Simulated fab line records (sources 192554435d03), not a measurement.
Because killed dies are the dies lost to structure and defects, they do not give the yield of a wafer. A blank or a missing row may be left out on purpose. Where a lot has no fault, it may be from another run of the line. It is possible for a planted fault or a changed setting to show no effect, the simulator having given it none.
Split-lot experiment ; flow n5Finfet ; route with 1938 steps; 7 lots, 21 wafers read

ON THE SPLIT
At N5_BEOL_M8_ETCH_66 (etches SOC in N2/H2, target depth 80 nm, overetch 16 nm, time 120 s), the setting sourceW was moved away from the recipe's 840 W on 9 of the 21 wafers read, by -15.0% to +8.7%. For the rest of the wafers, this setting stayed at what the recipe calls for.

Reading taken at the split's own step.

THE READING
rfVppV, in V, at N5_BEOL_M8_ETCH_66 (etches SOC in N2/H2, target depth 80 nm, overetch 16 nm, time 120 s). Fault-free wafers of this fab line usually give 523.1 V, standard deviation 2.2 V.

wafer;tool, chamber at the split;sourceW as run, W;against the recipe;rfVppV, V;against lot-mates on the recipe
L074.1;rieDiel-02, 3;840;recipe;523.2;-
L074.3;rieDiel-02, 2;758.7;-9.7%;543.6;+20.4
L074.4;rieDiel-02, 2;758.7;-9.7%;544.9;+21.7
L081.4;rieDiel-02, 0;718.5;-14.5%;552.2;+27.0
L081.5;rieDiel-02, 3;840;recipe;523.1;-
L081.6;rieDiel-02, 2;840;recipe;527.2;-
L084.1;rieDiel-01, 1;840;recipe;524.0;-
L084.2;rieDiel-01, 2;840;recipe;520.7;-
L084.6;rieDiel-01, 2;840;recipe;519.8;-
L086.3;rieDiel-04, 3;912.9;+8.7%;506.9;-15.4
L086.4;rieDiel-04, 3;840;recipe;522.3;-
L086.5;rieDiel-04, 2;912.9;+8.7%;507.9;-14.4
L089.2;rieDiel-01, 1;902.6;+7.5%;511.2;no lot-mate on the recipe
L089.3;rieDiel-01, 2;902.6;+7.5%;509.9;no lot-mate on the recipe
L089.6;rieDiel-01, 2;902.6;+7.5%;509.9;no lot-mate on the recipe
L090.2;rieDiel-01, 0;840;recipe;526.1;-
L090.3;rieDiel-01, 1;840;recipe;524.8;-
L090.5;rieDiel-01, 1;840;recipe;523.8;-
L091.3;rieDiel-04, 2;840;recipe;520.1;-
L091.4;rieDiel-04, 0;713.7;-15.0%;548.6;+28.6
L091.6;rieDiel-04, 3;840;recipe;519.8;-

FIT RESULTS
A straight line over all 21 wafers: rfVppV changes by -1.88 V for each +1% of sourceW; r = -0.99; the points scatter about the line by 2.3 V.
The same after taking each lot's own level away (the mean of its wafers on the recipe; 18 wafers): -1.91 V for each +1%; r = -0.99; scatter 1.5 V.
According to that fit, moving sourceW by its largest amount changes the reading by 29 V.
The lots' own levels span 519.95 to 525.15 V, that is 2.4 times the standard deviation above.
So the lot-to-lot level changes the slope little: the two slopes agree.
Check: +29.3 V against its lot-mates is what the line predicts for one of the wafers moved furthest among these (-15.0%) when that wafer is left out of the fit. It came out at +28.6 V against them.
Tool readings at the split's step, against how far the setting was moved: rfVppV r = -0.99.

ADDITIONAL SPLITS CARRIED BY THESE WAFERS
Other splits were also applied to these wafers ahead of the reading. Each is held against what the fit with the lots' levels taken away leaves over:
other split on the same wafers;wafers away from the commonest value;r with rfVppV (lot level and that fit taken away)
N5_BEOL_M8_ILD_DEP_00 timeS;8;-0.14
N5_BEOL_M8_EXPOSE_08 doseMj;8;-0.14
N5_BEOL_M8_DESCUM_33 timeS;10;-0.19

THE WHOLE CHAIN: every reading that the file lists as answering this split, in the file's order
step;what it does;reading;change (the file's fit);r (the file's)
N5_BEOL_M8_ETCH_66;etches SOC in N2/H2, target depth 80 nm, overetch 16 nm, time 120 s;rfVppV;-1.91 V for each +1% of the setting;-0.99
N5_BEOL_M8_ETCH_66;etches SOC in N2/H2, target depth 80 nm, overetch 16 nm, time 120 s;SiARC_of_BEOL_M8_COAT_64.thkNm (the simulator's own value, which no gauge read);-0.0392 nm for each +1% of the setting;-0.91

THE FILE'S OWN FIT
rfVppV changes by -1.91 V for each +1% of sourceW, r = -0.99.
